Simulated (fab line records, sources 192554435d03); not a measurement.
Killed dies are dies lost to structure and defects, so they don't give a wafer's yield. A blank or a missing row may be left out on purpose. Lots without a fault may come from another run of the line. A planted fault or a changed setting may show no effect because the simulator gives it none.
Split-lot experiment | flow n5_finfet | 7 lots, 21 wafers read, on a route of 1938 steps

THE SPLIT
At N5_BEOL_M6_VIA_ETCH_34 (etches SiCOH lowk in C4F6/O2, target depth 126.3 nm, time 50.9 s), the setting time_s was moved away from the recipe's 50.9 s on 6 of the 21 wafers read, by -22.3% to +15.1%. The other wafers ran this setting at the recipe's value.

The reading is taken at the split's own step.

THE READING
SOC_of_BEOL_M6_COAT_63.thk_nm (the simulator's own value, which no gauge read), in nm, at N5_BEOL_M6_VIA_ETCH_34 (etches SiCOH lowk in C4F6/O2, target depth 126.3 nm, time 50.9 s). The file gives no usual value for it. The 15 wafers here that ran the recipe average 54.0 nm, standard deviation 0.14 nm.

wafer  | tool, chamber at the split | time_s as run, s | against the recipe | SOC_of_BEOL_M6_COAT_63.thk_nm, nm | against lot-mates on the recipe
L074.3 | rie_diel-01, 1             | 39.57            | -22.3%             | 55.4                              | +1.4
L074.4 | rie_diel-01, 0             | 39.57            | -22.3%             | 55.4                              | +1.4
L074.6 | rie_diel-01, 2             | 50.9             | recipe             | 54                                | -
L075.1 | rie_diel-05, 1             | 50.9             | recipe             | 53.8                              | -
L075.3 | rie_diel-05, 0             | 50.9             | recipe             | 53.8                              | -
L075.4 | rie_diel-05, 2             | 58.59            | +15.1%             | 52.2                              | -1.6
L077.1 | rie_diel-01, 2             | 50.9             | recipe             | 54                                | -
L077.3 | rie_diel-01, 1             | 50.9             | recipe             | 53.8                              | -
L077.6 | rie_diel-01, 3             | 50.9             | recipe             | 54.2                              | -
L085.2 | rie_diel-05, 3             | 50.9             | recipe             | 54.2                              | -
L085.3 | rie_diel-05, 0             | 50.9             | recipe             | 54                                | -
L085.4 | rie_diel-05, 2             | 50.9             | recipe             | 53.8                              | -
L086.2 | rie_diel-01, 1             | 50.9             | recipe             | 54                                | -
L086.3 | rie_diel-01, 3             | 50.9             | recipe             | 54.2                              | -
L086.5 | rie_diel-01, 1             | 50.9             | recipe             | 54                                | -
L089.1 | rie_diel-05, 2             | 50.9             | recipe             | 54                                | -
L089.4 | rie_diel-05, 3             | 40.08            | -21.3%             | 55.6                              | +1.6
L089.6 | rie_diel-05, 2             | 40.08            | -21.3%             | 55.2                              | +1.2
L093.1 | rie_diel-03, 2             | 50.9             | recipe             | 53.8                              | -
L093.5 | rie_diel-03, 2             | 50.9             | recipe             | 54                                | -
L093.6 | rie_diel-03, 1             | 40.86            | -19.7%             | 55.2                              | +1.3

THE FIT
A straight line over all 21 wafers: SOC_of_BEOL_M6_COAT_63.thk_nm changes by -0.0723 nm for each +1% of time_s; r = -0.96; the points scatter about the line by 0.22 nm.
The same after taking each lot's own level away (the mean of its wafers on the recipe; 21 wafers): -0.0703 nm for each +1%; r = -0.97; scatter 0.18 nm.
On that fit, the largest move of time_s shifts the reading by 1.6 nm.
The lots' own levels span 53.80 to 54.07 nm, that is 1.9 times the standard deviation above.
So the lot-to-lot level changes the slope little: the two slopes agree.
Check: with one of the wafers moved furthest among these (-22.3%) left out of the fit, the line predicts +1.54 nm for it against its lot-mates. It came out at +1.4 nm against them.

OTHER SPLITS ON THESE WAFERS
These wafers also went through other splits before the reading. Each is held against what the fit with the lots' levels taken away leaves over:
other split on the same wafers | wafers away from the commonest value | r with SOC_of_BEOL_M6_COAT_63.thk_nm (lot level and that fit taken away)
N5_BEOL_M5_EXPOSE_25 dose_mj   | 4                                    | -0.38
N5_BEOL_M6_COAT_22 spin_rpm    | 7                                    | +0.02
N5_BEOL_M6_EXPOSE_25 dose_mj   | 10                                   | +0.15
N5_BEOL_M6_ETCH_66 bias_w      | 8                                    | -0.20

THE WHOLE CHAIN: every reading that the file lists as answering this split, in the file's order
step                   | what it does                                                     | reading                                                                        | change (the file's fit)                | r (the file's)
N5_BEOL_M6_VIA_ETCH_34 | etches SiCOH lowk in C4F6/O2, target depth 126.3 nm, time 50.9 s | etch.depth_nm (the simulator's own value, which no gauge read)                 | +1.35 nm for each +1% of the setting   | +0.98
N5_BEOL_M6_VIA_ETCH_34 | etches SiCOH lowk in C4F6/O2, target depth 126.3 nm, time 50.9 s | SOC_of_BEOL_M6_COAT_63.thk_nm (the simulator's own value, which no gauge read) | -0.0708 nm for each +1% of the setting | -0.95

THE FILE'S OWN FIT
SOC_of_BEOL_M6_COAT_63.thk_nm changes by -0.0708 nm for each +1% of time_s, r = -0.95.
